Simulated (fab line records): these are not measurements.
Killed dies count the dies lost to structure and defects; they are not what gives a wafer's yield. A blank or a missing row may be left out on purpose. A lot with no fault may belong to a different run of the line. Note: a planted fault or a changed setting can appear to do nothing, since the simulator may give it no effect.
fab line records	flow n5Finfet	part 1 of 2: steps 1 to 4 of 6
record: lots: 24	wafers: 72	lastDay: 18
route steps=1938 shown ZERO_LAYER@13 WELL_APT@56 PMOS_HMC_CHANNEL_EPI@69 FIN_SAQP@98
lots that met no fault: from a run of the same line without faults
startH: hours from the record's first day to the start of the lot's first wafer shown	waitH: hours elapsed since this lot's preceding step	" repeats the value in the row above	L1.1+2: a single row standing in for several wafers	- no value, or no start was given	* or withheld: withheld	< > ~ a bound
route shown NAME@n: a module of which the file shows steps, and the number in the route of the first	usual: mean/standard deviation taken from wafers without a fault	same: alike in all rows	chamber/n: place in a boat	sites: each site's reading	_std_site: standard deviation of those values	_edge_site: inner sites' mean taken away from outer sites' mean	radiusMm: how far each site lies from the wafer's centre	mask NAME#n: copy n	behind: the tool/chamber that last shaped the wafer	hold: the reason the lot was held/the length of the hold in hours/how it ended	device: transistor that didn't switch, given as n, p or np	end of line: at the end of the route, the tests of the same wafers	for a step that has no rows: nothing shown but its recipe	killed: at the first sort, the dies lost to defects and structure; wafer yield is something else	map: a wafer's dies, marking killed ones x, the rest . and places with no die _
set.NAME: the setting that was run; set.NAME@STEP: the one run at that earlier step	model.NAME: the simulator's own value behind a step, which no gauge read
route steps across a sampled set of lots; one table per step, one row per wafer
services: when a tool's chamber went out of use (startH, in hours from the record's first day, below 0 if earlier), for how many hours, and the reason
== steps ==
step: N5_ZERO_LAYER_CD_MEAS_11
recipe: targetCdNm: 2000	landingEnergyEv: 500	detector: seInlens
usual: cdNm: 1999.6/1.6
lot.wafer	tool	chamber	startH	waitH	cdNm
L074.1	cdSem-03	0	12.64	-	2000.3
L074.2	"	0	"	"	2001.4
L074.3	"	0	"	"	1999.2
L075.1	cdSem-02	0	18.64	-	1996.8
L075.5	"	0	"	"	1996.7
L075.6	"	0	"	"	1996.9
L076.1	cdSem-03	0	24.64	-	1999.9
L076.3	"	0	"	"	2001.5
L076.4	"	0	"	"	1997.9
L077.1	cdSem-02	0	30.77	-	1998.0
L077.5	"	0	"	"	1999.5
L077.6	"	0	"	"	1998.7
L078.3	cdSem-02	0	36.67	-	2001.9
L078.4	"	0	"	"	2001.3
L078.6	"	0	"	"	1999.6
L079.2	cdSem-02	0	42.77	-	1999.9
L079.3	"	0	"	"	2001.3
L079.4	"	0	"	"	2002.5
L080.1	cdSem-02	0	48.77	-	1999.7
L080.3	"	0	"	"	2000.3
L080.5	"	0	"	"	1999.2
L081.1	cdSem-03	0	54.77	-	1999.5
L081.4	"	0	"	"	1998.4
L081.6	"	0	"	"	1999.6
L082.1	cdSem-03	0	60.64	-	1999.9
L082.4	"	0	"	"	2000.5
L082.5	"	0	"	"	2001.0
L083.2	cdSem-01	0	66.64	-	1999.0
L083.5	"	0	"	"	1998.7
L083.6	"	0	"	"	1999.0
L084.1	cdSem-02	0	72.77	-	1998.4
L084.4	"	0	"	"	2002.2
L084.5	"	0	"	"	1998.5
L085.1	cdSem-01	0	78.83	-	1998.3
L085.4	"	0	"	"	1997.0
L085.6	"	0	"	"	1996.8
L086.1	cdSem-01	0	84.77	-	1999.7
L086.4	"	0	"	"	2000.5
L086.5	"	0	"	"	1997.7
L087.3	cdSem-02	0	90.79	-	2001.4
L087.4	"	0	"	"	2000.3
L087.6	"	0	"	"	2002.7
L088.1	cdSem-01	0	96.66	-	1997.5
L088.2	"	0	"	"	1997.0
L088.6	"	0	"	"	1998.7
L089.1	cdSem-02	0	102.64	-	2001.7
L089.2	"	0	"	"	2003.0
L089.4	"	0	"	"	2002.3
L090.1	cdSem-01	0	108.64	-	2000.5
L090.2	"	0	"	"	1999.2
L090.3	"	0	"	"	1998.1
L091.1	cdSem-01	0	114.77	-	2000.4
L091.4	"	0	"	"	1998.8
L091.6	"	0	"	"	2000.8
L092.1	cdSem-03	0	120.64	-	1997.2
L092.2	"	0	"	"	1999.0
L092.3	"	0	"	"	1996.7
L093.3	cdSem-02	0	126.64	-	2000.4
L093.4	"	0	"	"	2001.5
L093.6	"	0	"	"	1999.6
L094.1	cdSem-01	0	132.64	-	1999.0
L094.4	"	0	"	"	2000.4
L094.6	"	0	"	"	2001.1
L095.2	cdSem-03	0	138.77	-	2002.1
L095.3	"	0	"	"	2001.4
L095.6	"	0	"	"	1999.5
L096.1	cdSem-02	0	144.77	-	1997.8
L096.2	"	0	"	"	1997.5
L096.5	"	0	"	"	1998.8
L097.1	cdSem-03	0	150.77	-	2000.2
L097.4	"	0	"	"	2000.8
L097.6	"	0	"	"	1997.8
step: N5_ZERO_LAYER_DESCUM_16
recipe: chemistry: O2	timeS: 7.9	sourcePowerW: 50	biasPowerW: 20	pressureMtorr: 20	rfFrequencyHz: 2.712e+07	tempC: 40	o2FlowSccm: 225
usual: drypumpMotorCurrentA: 5.7/0.36	oesProductAu: 0.77/0.064	rfFwdPowerW: 49.36/0.2	rfVppV: 243.2/1.5	showerheadPlenumPTorr: 2.09/0.074	throttleValvePct: 20.44/0.2
lot.wafer	tool	chamber	startH	waitH	drypumpMotorCurrentA	oesProductAu	rfFwdPowerW	rfHoursCounterH	rfVppV	showerheadPlenumPTorr	throttleValvePct
L074.1	rieDiel-02	1	12.68	0.0	6.3	0.87	49.20	52	245.3	2.22	20.72
L074.2	"	3	"	"	5.5	0.80	49.43	110	243.3	2.10	20.46
L074.3	"	0	"	"	5.4	0.73	49.40	188	244.3	2.16	20.35
L075.1	rieDiel-02	3	18.68	0.0	5.5	0.79	49.36	113	242.8	2.10	20.47
L075.5	"	1	"	"	6.3	0.86	49.27	-	244.4	2.22	20.73
L075.6	"	0	"	"	5.4	0.73	49.65	-	244.5	2.16	20.35
L076.1	rieDiel-05	2	24.68	0.0	6.0	0.74	49.24	157	244.0	2.18	20.15
L076.3	"	1	"	"	5.2	0.70	49.48	234	243.3	2.06	20.62
L076.4	"	3	"	"	5.5	0.70	49.20	224	242.9	2.06	20.49
L077.1	rieDiel-02	1	30.81	0.0	6.4	0.84	49.21	56	244.6	2.22	20.74
L077.5	"	0	"	"	5.4	0.73	49.53	-	245.0	2.16	20.37
L077.6	"	3	"	"	5.5	0.79	49.33	-	243.4	2.10	20.47
L078.3	rieDiel-05	1	36.70	0.0	5.2	0.69	49.79	238	242.8	2.06	20.62
L078.4	"	3	"	"	5.5	0.69	49.22	227	243.3	2.06	20.49
L078.6	"	2	"	"	6.0	0.74	49.15	-	245.1	2.18	20.15
L079.2	rieDiel-02	2	43.05	0.3	5.5	0.84	49.11	70	241.9	2.04	20.26
L079.3	"	3	"	"	5.5	0.79	49.64	118	243.1	2.10	20.47
L079.4	"	0	"	"	5.4	0.72	49.53	195	244.1	2.16	20.37
L080.1	rieDiel-05	1	48.80	0.0	5.2	0.70	49.78	242	242.1	2.06	20.64
L080.3	"	0	"	"	6.2	0.76	49.45	127	243.7	2.09	20.32
L080.5	"	1	"	"	5.2	0.69	49.58	-	242.8	2.06	20.64
L081.1	rieDiel-05	2	54.80	0.0	6.0	0.74	49.15	165	243.9	2.17	20.17
L081.4	"	0	"	"	6.2	0.76	49.60	129	242.3	2.09	20.31
L081.6	"	1	"	"	5.2	0.70	49.33	-	242.7	2.05	20.64
L082.1	rieDiel-05	3	60.69	0.0	5.5	0.69	49.40	234	243.4	2.06	20.51
L082.4	"	3	"	"	5.6	0.69	49.35	-	242.7	2.06	20.51
L082.5	"	1	"	"	5.2	0.69	49.51	-	242.3	2.05	20.65
L083.2	rieDiel-05	1	66.68	0.0	5.2	0.69	49.43	247	243.4	2.05	20.65
L083.5	"	1	"	"	5.2	0.70	49.61	-	241.5	2.05	20.64
L083.6	"	3	"	"	5.6	0.69	49.40	-	243.1	2.06	20.49
L084.1	rieDiel-02	2	72.80	0.0	5.5	0.82	49.13	78	241.8	2.03	20.28
L084.4	"	0	"	"	5.4	0.72	49.39	204	244.7	2.16	20.37
L084.5	"	2	"	"	5.5	0.83	49.19	-	240.5	2.03	20.28
L085.1	rieDiel-02	2	78.87	0.0	5.5	0.82	49.24	79	241.3	2.03	20.26
L085.4	"	0	"	"	5.4	0.72	49.44	205	244.4	2.16	20.36
L085.6	"	1	"	"	6.3	0.83	49.13	-	244.4	2.22	20.74
L086.1	rieDiel-05	2	84.81	0.0	6.1	0.73	49.32	176	244.9	2.17	20.17
L086.4	"	2	"	"	6.0	0.72	49.06	-	242.9	2.17	20.20
L086.5	"	3	"	"	5.6	0.68	49.41	-	243.4	2.06	20.53
L087.3	rieDiel-02	0	90.83	0.0	5.4	0.72	49.70	210	244.0	2.16	20.37
L087.4	"	2	"	"	5.5	0.81	49.28	82	242.9	2.03	20.28
L087.6	"	1	"	"	6.3	0.82	49.29	-	246.4	2.22	20.76
L088.1	rieDiel-06	0	96.70	0.0	5.7	0.84	49.32	82	244.7	2.20	20.41
L088.2	"	2	"	"	5.9	0.75	49.12	139	241.9	2.02	20.75
L088.6	"	3	"	"	5.3	0.68	49.24	-	241.4	1.97	20.30
L089.1	rieDiel-02	3	102.68	0.0	5.4	0.78	49.23	136	242.6	2.10	20.50
L089.2	"	2	"	"	5.5	0.80	49.30	87	243.3	2.03	20.27
L089.4	"	0	"	"	5.4	0.71	49.54	214	244.1	2.15	20.37
L090.1	rieDiel-06	1	108.68	0.0	5.9	0.79	49.49	114	241.7	1.95	20.89
L090.2	"	3	"	"	5.3	0.69	49.38	243	242.7	1.97	20.31
L090.3	"	0	"	"	5.7	0.82	49.37	86	244.3	2.20	20.43
L091.1	rieDiel-05	1	114.80	0.0	5.2	0.93	49.40	7	242.5	2.05	20.31
L091.4	"	1	"	"	5.2	0.93	49.53	-	242.9	2.05	20.31
L091.6	"	2	"	"	6.0	0.72	49.09	-	244.5	2.17	20.20
L092.1	rieDiel-02	0	120.68	0.0	5.4	0.71	49.61	220	243.2	2.15	20.40
L092.2	"	2	"	"	5.5	0.80	49.16	92	240.8	2.03	20.30
L092.3	"	1	"	"	6.3	0.81	49.06	82	244.3	2.21	20.77
L093.3	rieDiel-06	1	126.68	0.0	6.0	0.78	49.71	118	240.2	1.95	20.91
L093.4	"	0	"	"	5.8	0.83	49.06	90	246.2	2.20	20.42
L093.6	"	1	"	"	5.9	0.77	49.54	-	239.2	1.95	20.89
L094.1	rieDiel-06	3	132.76	0.1	5.3	0.68	49.38	249	241.3	1.97	20.33
L094.4	"	0	"	"	5.7	0.83	49.33	92	244.8	2.20	20.43
L094.6	"	1	"	"	5.9	0.78	49.72	-	240.3	1.95	20.91
L095.2	rieDiel-05	0	138.80	0.0	6.1	0.74	49.60	151	243.8	2.09	20.35
L095.3	"	2	"	"	6.0	0.73	49.05	193	243.9	2.16	20.21
L095.6	"	1	"	"	5.2	0.92	49.54	-	242.9	2.05	20.30
L096.1	rieDiel-05	3	144.81	0.0	5.6	0.98	49.55	3	242.2	2.05	20.19
L096.2	"	1	"	"	5.2	0.91	49.34	14	243.5	2.05	20.30
L096.5	"	1	"	"	5.2	0.91	49.44	-	242.9	2.05	20.30
L097.1	rieDiel-02	3	150.80	0.0	5.5	0.77	49.42	149	244.8	2.09	20.52
L097.4	"	2	"	"	5.5	0.80	49.14	100	242.5	2.03	20.30
L097.6	"	3	"	"	5.5	0.76	49.14	-	242.9	2.09	20.50
step: N5_WELL_APT_INSPECT_38
recipe: inspectInstrument: darkfield	mode: postEpi
usual: rawDefectCount: 13/4.7
lot.wafer	tool	chamber	startH	waitH	rawDefectCount
L074.1	defectInspect-01	-	16.59	0.5	8
L074.2	"	-	"	"	16
L074.3	"	-	"	"	20
L075.1	defectInspect-01	-	22.70	0.5	9
L075.5	"	-	"	"	15
L075.6	"	-	"	"	17
L076.1	defectInspect-02	-	28.54	0.5	11
L076.3	"	-	"	"	19
L076.4	"	-	"	"	16
L077.1	defectInspect-01	-	34.75	0.5	16
L077.5	"	-	"	"	13
L077.6	"	-	"	"	12
L078.3	defectInspect-02	-	40.63	0.3	12
L078.4	"	-	"	"	22
L078.6	"	-	"	"	15
L079.2	defectInspect-01	-	47.55	0.4	12
L079.3	"	-	"	"	11
L079.4	"	-	"	"	8
L080.1	defectInspect-01	-	53.43	0.5	24
L080.3	"	-	"	"	10
L080.5	"	-	"	"	25
L081.1	defectInspect-02	-	59.08	0.5	12
L081.4	"	-	"	"	15
L081.6	"	-	"	"	9
L082.1	defectInspect-02	-	64.62	0.6	6
L082.4	"	-	"	"	16
L082.5	"	-	"	"	22
L083.2	defectInspect-02	-	71.01	0.4	10
L083.5	"	-	"	"	25
L083.6	"	-	"	"	24
L084.1	defectInspect-01	-	77.33	0.5	7
L084.4	"	-	"	"	10
L084.5	"	-	"	"	17
L085.1	defectInspect-01	-	83.53	0.7	10
L085.4	"	-	"	"	12
L085.6	"	-	"	"	9
L086.1	defectInspect-02	-	88.74	0.5	12
L086.4	"	-	"	"	12
L086.5	"	-	"	"	11
L087.3	defectInspect-01	-	95.21	0.4	17
L087.4	"	-	"	"	21
L087.6	"	-	"	"	8
L088.1	defectInspect-02	-	100.60	0.5	14
L088.2	"	-	"	"	10
L088.6	"	-	"	"	20
L089.1	defectInspect-01	-	106.63	0.5	18
L089.2	"	-	"	"	15
L089.4	"	-	"	"	22
L090.1	defectInspect-02	-	112.53	0.5	16
L090.2	"	-	"	"	8
L090.3	"	-	"	"	13
L091.1	defectInspect-02	-	118.70	0.5	19
L091.4	"	-	"	"	13
L091.6	"	-	"	"	6
L092.1	defectInspect-02	-	124.80	0.5	7
L092.2	"	-	"	"	12
L092.3	"	-	"	"	11
L093.3	defectInspect-02	-	130.52	0.3	16
L093.4	"	-	"	"	10
L093.6	"	-	"	"	16
L094.1	defectInspect-02	-	136.64	0.5	18
L094.4	"	-	"	"	15
L094.6	"	-	"	"	9
L095.2	defectInspect-01	-	143.35	0.4	9
L095.3	"	-	"	"	8
L095.6	"	-	"	"	13
L096.1	defectInspect-02	-	148.80	0.5	21
L096.2	"	-	"	"	8
L096.5	"	-	"	"	9
L097.1	defectInspect-02	-	155.20	0.5	8
L097.4	"	-	"	"	16
L097.6	"	-	"	"	11
step: N5_PMOS_HMC_CHANNEL_EPI_ETCH_32
recipe: chemistry: N2/H2	target: BARC	stopOn: SiO2	targetDepthA: 858	overEtchFrac: 0.3	timeS: 50.3	ionEnergyEv: 200	maskMaterial: CAR-ArF-block	pressureMtorr: 30	sourceW: 840	biasW: 150	n2FlowSccm: 200	h2FlowSccm: 200
usual: drypumpMotorCurrentA: 5.7/0.36	oesProductAu: 0.66/0.059	rfFwdPowerW: 831/3.5	rfVppV: 523.7/2.8	showerheadPlenumPTorr: 2.54/0.098	throttleValvePct: 17.90/0.23
lot.wafer	tool	chamber	startH	waitH	drypumpMotorCurrentA	oesProductAu	rfFwdPowerW	rfHoursCounterH	rfVppV	showerheadPlenumPTorr	throttleValvePct
L074.1	rieDiel-02	3	17.16	0.0	5.5	0.68	832	112	522.6	2.56	17.92
L074.2	"	2	"	"	5.5	0.71	830	64	520.9	2.47	17.58
L074.3	"	1	"	"	6.3	0.72	830	53	528.7	2.70	18.15
L075.1	rieDiel-05	2	23.15	0.0	6.0	0.64	829	156	527.2	2.65	17.52
L075.5	"	2	"	"	6.0	0.64	826	-	527.5	2.65	17.51
L075.6	"	1	"	"	5.2	0.61	828	-	521.8	2.50	18.13
L076.1	rieDiel-06	1	29.10	0.0	5.9	0.69	833	91	518.5	2.37	18.16
L076.3	"	0	"	"	5.7	0.73	831	63	526.6	2.70	17.94
L076.4	"	3	"	"	5.3	0.61	834	222	520.9	2.40	17.72
L077.1	rieDiel-05	0	35.32	0.0	6.1	0.65	833	124	523.8	2.55	17.85
L077.5	"	0	"	"	6.1	0.65	830	-	524.6	2.55	17.83
L077.6	"	1	"	"	5.2	0.61	830	-	522.7	2.50	18.12
L078.3	rieDiel-05	2	41.21	0.0	6.0	0.63	827	161	526.6	2.64	17.53
L078.4	"	0	"	"	6.2	0.65	833	125	524.3	2.55	17.82
L078.6	"	2	"	"	6.0	0.64	832	-	527.3	2.64	17.52
L079.2	rieDiel-05	2	47.99	0.0	6.1	0.64	834	164	525.3	2.64	17.53
L079.3	"	3	"	"	5.6	0.60	829	231	523.8	2.51	18.15
L079.4	"	1	"	"	5.2	0.60	833	241	522.0	2.50	18.14
L080.1	rieDiel-05	1	53.87	0.0	5.2	0.60	833	243	522.2	2.50	18.14
L080.3	"	0	"	"	6.2	0.64	834	129	524.3	2.55	17.83
L080.5	"	1	"	"	5.2	0.60	834	-	521.7	2.50	18.15
L081.1	rieDiel-06	0	59.65	0.0	5.7	0.73	831	71	527.0	2.69	17.95
L081.4	"	1	"	"	5.9	0.67	833	99	519.7	2.36	18.17
L081.6	"	1	"	"	5.9	0.67	837	-	517.9	2.36	18.18
L082.1	rieDiel-02	0	65.18	0.0	5.4	0.62	837	201	526.3	2.62	17.85
L082.4	"	3	"	"	5.5	0.67	835	124	524.4	2.55	17.93
L082.5	"	2	"	"	5.5	0.70	830	-	522.9	2.47	17.63
L083.2	rieDiel-06	3	71.69	0.0	5.3	0.59	831	233	519.0	2.40	17.74
L083.5	"	0	"	"	5.7	0.73	830	-	529.0	2.69	17.94
L083.6	"	1	"	"	6.0	0.68	836	-	519.4	2.36	18.19
L084.1	rieDiel-05	0	77.77	0.0	6.1	0.64	834	132	525.0	2.55	17.86
L084.4	"	3	"	"	5.6	0.59	831	-	522.6	2.51	18.17
L084.5	"	0	"	"	6.2	0.63	842	-	524.7	2.55	17.84
L085.1	rieDiel-02	2	84.09	0.0	5.5	0.69	828	80	521.6	2.47	17.63
L085.4	"	0	"	"	5.4	0.61	832	208	525.5	2.62	17.85
L085.6	"	2	"	"	5.5	0.69	828	-	520.9	2.47	17.62
L086.1	rieDiel-06	1	89.31	0.0	5.9	0.67	832	108	518.6	2.36	18.19
L086.4	"	0	"	"	5.7	0.72	827	80	528.4	2.69	17.96
L086.5	"	2	"	"	5.8	0.64	830	-	522.6	2.45	18.21
L087.3	rieDiel-02	0	95.79	0.0	5.4	0.62	833	211	526.5	2.61	17.85
L087.4	"	2	"	"	5.5	0.69	831	84	522.2	2.47	17.63
L087.6	"	3	"	"	5.5	0.66	834	-	524.7	2.55	17.94
L088.1	rieDiel-05	0	101.26	0.0	6.2	0.63	838	140	524.4	2.54	17.86
L088.2	"	2	"	"	6.0	0.63	829	181	526.4	2.64	17.55
L088.6	"	3	"	"	5.6	0.59	826	-	524.6	2.51	18.16
L089.1	rieDiel-06	2	107.21	0.0	5.9	0.64	826	142	520.2	2.44	18.21
L089.2	"	0	"	"	5.7	0.71	832	86	527.4	2.69	17.95
L089.4	"	0	"	"	5.7	0.71	827	-	527.0	2.69	17.97
L090.1	rieDiel-02	2	113.10	0.0	5.5	0.69	827	90	520.8	2.46	17.64
L090.2	"	3	"	"	5.6	0.66	838	138	523.6	2.55	17.97
L090.3	"	1	"	"	6.3	0.70	831	79	526.6	2.69	18.19
L091.1	rieDiel-02	0	119.27	0.0	5.4	0.61	833	219	525.8	2.61	17.86
L091.4	"	1	"	"	6.3	0.69	827	81	529.4	2.69	18.20
L091.6	"	0	"	"	5.4	0.62	834	-	525.7	2.61	17.88
L092.1	rieDiel-05	0	125.36	0.0	6.2	0.63	839	148	523.6	2.54	17.88
L092.2	"	1	"	"	5.2	0.78	835	10	522.4	2.49	17.73
L092.3	"	2	"	"	6.0	0.62	829	190	526.2	2.63	17.58
L093.3	rieDiel-05	1	130.96	0.0	5.2	0.78	834	12	521.3	2.49	17.75
L093.4	"	2	"	"	6.1	0.62	829	192	527.0	2.63	17.58
L093.6	"	3	"	"	5.5	0.86	838	-	522.1	2.50	17.75
L094.1	rieDiel-05	2	137.09	0.0	6.1	0.62	826	193	525.8	2.63	17.57
L094.4	"	0	"	"	6.1	0.62	833	151	524.1	2.54	17.87
L094.6	"	2	"	"	6.1	0.62	827	-	526.7	2.63	17.58
L095.2	rieDiel-06	2	143.79	0.0	5.9	0.64	826	151	521.7	2.44	18.23
L095.3	"	1	"	"	5.9	0.65	834	123	519.0	2.35	18.22
L095.6	"	3	"	"	5.3	0.59	829	-	520.8	2.39	17.79
L096.1	rieDiel-02	2	149.37	0.0	5.5	0.68	829	100	521.8	2.46	17.66
L096.2	"	1	"	"	6.3	0.69	831	91	525.7	2.69	18.19
L096.5	"	2	"	"	5.5	0.68	828	-	522.8	2.46	17.66
L097.1	rieDiel-05	3	155.87	0.0	5.6	0.81	829	7	523.0	2.50	17.76
L097.4	"	2	"	"	6.0	0.62	829	198	524.4	2.63	17.58
L097.6	"	3	"	"	5.6	0.81	833	-	522.5	2.50	17.77
